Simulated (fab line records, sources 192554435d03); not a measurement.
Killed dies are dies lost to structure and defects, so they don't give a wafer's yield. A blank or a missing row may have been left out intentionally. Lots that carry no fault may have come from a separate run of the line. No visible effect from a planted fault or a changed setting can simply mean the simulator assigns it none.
Struck lot and sound lot, side by side | flow n5 finfet | 29 out of 1938 route steps
Sound: these wafers, L388.2, L388.5, L388.6. Wafers struck: L383.2, L383.3, L383.5. Last of all comes the cause.
Per side, at each step with rows, come the tool, then ch with its chambers, and then its first start. Under that, the readings that differ: sound wafers | struck wafers | difference of the means | sigmas: that difference in standard deviations of wafers without a fault.
alike: readings whose means differ by less than 2 such deviations, and words and numbers that are the same on both sides. not compared: withheld readings, readings that some wafer has no value for, bounds like >300 that may hide the same value, and numbers for which the record gives no deviation and whose values overlap.
A row with sigmas, a row that says differs or no value, or rows on one side alone: a step with any of these is where the two part. Non-overlapping numbers with no deviation appear without sigmas and do not part them. A reading missing from all wafers of one side parts the sides only when that side holds two or more wafers.

first, 3 steps without rows for these wafers: N5_BEOL_M0_SAQP_EXPOSE_11 (exposes mask M0 CORE, target cd 42 nm); N5_BEOL_M0_SAQP_PEB_12 (peb time 60 s); N5_BEOL_M0_SAQP_DEVELOP_13 (develop time 30 s).
N5_BEOL_M0_SAQP_CD_MEAS_14 targets a cd of 42.5 nm.
  sound on cd sem-03 ch 0, day 10 05:59; struck on cd sem-02 ch 0, day 9 07:46
  alike: cd nm
N5_BEOL_M0_SAQP_OVL_MEAS_15:
  sound on overlay-02 ch 0, day 10 06:01; struck on overlay-02 ch 0, day 9 07:47
  alike: M0_CORE_OVL
N5_BEOL_M0_SAQP_INSPECT_16: inspects for defects (brightfield).
  struck on defect inspect-01, day 9 07:49; sound on defect inspect-01, day 10 06:02
  alike: raw defect count
then, 6 steps without rows for these wafers: N5_BEOL_M0_SAQP_DESCUM_19 (chemistry O2, time 7.9 s); N5_BEOL_M0_SAQP_ETCH_83 (etches SiARC in CF4, target depth 39 nm, time 65 s); N5_BEOL_M0_SAQP_ETCH_84 (etches SOC in N2/H2, target depth 100 nm, overetch 20 nm, time 150 s); N5_BEOL_M0_SAQP_STRIP_80 (strips in N2/H2); N5_BEOL_M0_SAQP_HM_OPEN_112 (chemistry CHF3/O2, target SiO2, stops on a-Si, target depth 12 nm, time 13.5 s); N5_BEOL_M0_SAQP_STRIP_113 (strips in CHF3/O2).
N5_BEOL_M0_SAQP_MANDREL_ETCH_20: etches a-Si in HBr/Cl2, stops on SiNx, target depth 60 nm, bt time 10 s, time 30 s.
  sound on rie si-04 ch 0,3, day 10 06:30; struck on rie si-04 ch 1,2,3, day 9 08:07
  no value came back on the struck wafers for any of 5 readings (HBr_flow_sccm (sccm), bias w (W) and others); on the sound wafers HBr_flow_sccm (sccm) reads 149.9 149.8 149.7
  reading                                         | sound        | struck          | difference | sigmas
  model.SOC_of_BEOL_M0_SAQP_COAT_81.thk nm (nm)   | 77 76 77     | 100.2 100.2 100 | +23.5      |
  model.SiNx_of_BEOL_M0_SAQP_PECVD_97.thk nm (nm) | 18 18.4 18.6 | 22.6 22.6 23.2  | +4.5       |
  not compared: rf hours counter h
then, 4 steps without rows for these wafers: N5_BEOL_M0_SAQP_STRIP_86 (strips in N2/H2); N5_BEOL_M0_SAQP_STRIP_115 (strips in post etch residue remover, time 60 s); N5_BEOL_M0_SAQP_SRD_93 (time 30 s); N5_BEOL_M0_SAQP_RECESS_114 (chemistry HF/NH3, target SiO2, target depth 14.4 nm, afs cycles 3, sublimation time 60 s).
N5_BEOL_M0_SAQP_SPACER1_ALD_98: deposits SiO2, target thk 12.8 nm, pulse time 1 s, purge time 2 s.
  sound on ald sin-04 ch 1,2, day 10 07:40; struck on ald sin-03 ch 1,3, day 9 08:53
  alike: heater power w, precursor pulse height rel
N5_BEOL_M0_SAQP_SPACER1_ETCHBACK_99: etches SiO2 in CHF3/O2, target depth 15.4 nm, time 7.7 s.
  sound on rie diel-02 ch 1,2, day 10 08:09; struck on rie diel-02 ch 0,1,2, day 9 09:22
  reading               | sound          | struck         | difference | sigmas
  oes product au (a.u.) | 0.93 0.93 0.75 | 0.35 0.28 0.28 | -0.57      | -6
  alike: CHF3_flow_sccm, O2_flow_sccm, drypump motor current A, rf vpp V, showerhead plenum p Torr, throttle valve pct
  not compared: rf hours counter h
N5_BEOL_M0_SAQP_MANDREL1_REMOVE_100: chemistry HBr/Cl2/O2, target a-Si, stops on SiNx, bt time 10 s.
  sound on rie si-03 ch 0,1,3, day 10 08:14; struck on rie si-03 ch 0,1,3, day 9 09:27
  alike: O2_flow_sccm, drypump motor current A, oes product au, throttle valve pct
  not compared: rf hours counter h
N5_BEOL_M0_SAQP_CD_MEAS_25 targets a cd of 13.1 nm.
  sound on cd sem-01 ch 0, day 10 08:20; struck on cd sem-03 ch 0, day 9 09:34
  reading    | sound             | struck | difference                    | sigmas
  cd nm (nm) | 12.77 12.90 12.56 | - - -  | no value on the struck wafers |
then, 2 steps without rows for these wafers: N5_BEOL_M0_SAQP_ETCH_101 (etches SiNx in CH3F/O2, target depth 29.9 nm, time 42.7 s); N5_BEOL_M0_SAQP_ETCH_102 (etches SiO2 in CF4, target depth 4 nm, time 4.4 s).
N5_BEOL_M0_SAQP_MANDREL_ETCH_103: etches a-Si in HBr/Cl2, stops on SiCN, target depth 45 nm, bt time 10 s, time 27 s.
  sound on rie si-02 ch 1,2, day 10 08:31; struck on rie si-02 ch 1,2,3, day 9 09:44
  alike: HBr_flow_sccm, bias w, drypump motor current A, oes product au, throttle valve pct
  not compared: rf hours counter h
N5_BEOL_M0_SAQP_RECESS_104: chemistry HF/NH3, target SiO2, target depth 18 nm, afs cycles 3, sublimation time 60 s.
  sound on vapor etch-02 ch 0,1, day 10 08:36; struck on vapor etch-02 ch 0,1, day 9 09:49
  alike: drypump motor current A
then, 1 step without rows for these wafers: N5_BEOL_M0_SAQP_COAT_105 (time 60 s, resist thk 100 nm).
N5_BEOL_M0_SAQP_ETCH_106: etches SOC in N2/H2, stops on SiNx, target depth 150 nm.
  sound on rie diel-04 ch 0,1,3, day 10 09:10; struck on rie diel-03 ch 0,2, day 9 10:16
  reading                                         | sound        | struck         | difference | sigmas
  model.SiNx_of_BEOL_M0_SAQP_PECVD_97.thk nm (nm) | 15 15.4 15.8 | 19.8 19.6 20.2 | +4.5       |
  alike: bias w, chamber pressure mTorr, drypump motor current A, oes product au, rf vpp V, showerhead plenum p Torr, throttle valve pct
  not compared: rf hours counter h
N5_BEOL_M0_SAQP_ETCH_107: etches SiNx in CH3F/O2, target depth 30 nm.
  sound on rie diel-04 ch 0,1,3, day 10 09:13; struck on rie diel-03 ch 0,2, day 9 10:20
  alike: CH3F_flow_sccm, O2_flow_sccm, drypump motor current A, oes product au, rf vpp V, showerhead plenum p Torr, throttle valve pct
  not compared: rf hours counter h
N5_BEOL_M4_RC_MEAS_101:
  the record has rows for the sound wafers here (prober-01 ch 0, day 12 11:35) and none for the struck ones

## WHERE THEY PART
At N5_BEOL_M0_SAQP_MANDREL_ETCH_20 first; at N5_BEOL_M4_RC_MEAS_101 last (within this record only).

WHY: what the simulator had put in
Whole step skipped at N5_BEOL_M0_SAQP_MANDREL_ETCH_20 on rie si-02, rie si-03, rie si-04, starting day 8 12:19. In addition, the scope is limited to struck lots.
